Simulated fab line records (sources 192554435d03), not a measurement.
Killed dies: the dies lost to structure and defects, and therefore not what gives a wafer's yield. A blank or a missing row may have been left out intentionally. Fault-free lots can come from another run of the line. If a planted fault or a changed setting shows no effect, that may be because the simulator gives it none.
One fault seen from 3 desks -- flow n5-finfet -- only its own numbers are on each desk; what lay behind them is given at the end

== THE TOOL OWNER'S DESK: litho-track-01 ==
The tool's own readings at N5_BEOL_M14_COAT_66 (time 60 s, resist thk 110 nm): means of the sampled wafers that have a number, for each lot that ran on this tool. Any lot whose mean is over 4 standard deviations away from the usual mean is out of limits and marked OUT; that distance is given in the brackets.
Columns: A = resist-line-temp-C at N5_BEOL_M14_COAT_66, usual 23.01 C; B = spin-speed-rpm at N5_BEOL_M14_COAT_66, usual 1500.1 rpm
lot,first seen here,A,B
L709,day 11 19:42,22.92,1499.9
L711,day 12 00:05,23.04,1499.9
L714,day 13 10:17,22.95,1499.6
L720,day 15 14:08,22.93,1389.9 (-99 or more) OUT
L725,day 16 04:40,23.11,1392.1 (-99 or more) OUT
This desk finds L720, L725 out of limits, L720 being first, at day 15 14:08 (spin-speed-rpm at N5_BEOL_M14_COAT_66). L709, L711, L714: within limits.

== THE DEFECT DESK ==
For each lot, the counts of the inspections along the route, averaged over the sampled wafers that have a number. Any lot whose mean is over 4 standard deviations away from the usual mean is out of limits and marked OUT; that distance is given in the brackets.
Columns: A = raw-defect-count at N5_BEOL_M14_INSPECT_30, usual 2.2
lot,first seen here,A
L706,day 10 22:08,2.7
L709,day 11 20:02,2.3
L710,day 11 20:44,0.3
L711,day 12 00:26,3.7
L715,day 13 04:57,3.0
L714,day 13 10:46,2.0
L716,day 13 13:53,3.3
L720,day 15 14:29,1.7
L725,day 16 05:07,1.7
L724,day 16 21:22,2.3
L727,day 17 02:55,1.7
This desk found nothing out of limits on any of the 11 lots.

== FROM THE METROLOGY DESK ==
What the gauges read, lot by lot, whatever tool the lot ran on: means of the sampled wafers that have a number. Any lot whose mean is over 4 standard deviations away from the usual mean is out of limits and marked OUT; that distance is given in the brackets.
Columns: A = M14_ILD_THK at N5_BEOL_M14_THK_MEAS_01, usual 1114 nm
lot,first seen here,A
L706,day 10 20:36,1116
L709,day 11 18:50,1095
L710,day 11 19:25,1101
L711,day 11 23:06,1111
L715,day 13 03:25,1098
L714,day 13 09:25,1100
L716,day 13 12:26,1130
L720,day 15 12:22,1122
L725,day 16 03:32,1125
L724,day 16 20:01,1117
L727,day 17 01:35,1145
This desk found nothing out of limits on any of the 11 lots.

== TAKEN TOGETHER ==
The tool owner's desk had the chance to raise an alarm at day 15 14:08 on L720, L725.
The defect desk saw nothing out of limits.
Nothing out of limits was seen by the metrology desk.
The defect desk has L720, L725 on record, within its limits.
The metrology desk has L720, L725 on record, within its limits.
Every lot named ran N5_BEOL_M14_COAT_66 on litho-track-01.

== WHAT THE SIMULATOR PUT IN ==
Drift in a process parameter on litho-track-01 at N5_BEOL_M14_COAT_66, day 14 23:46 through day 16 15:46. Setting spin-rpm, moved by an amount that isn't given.
Struck lots among those shown: L720, L725.
How many hours passed from the start of the fault until each desk's first out-of-limits reading: the tool owner's desk, 14.
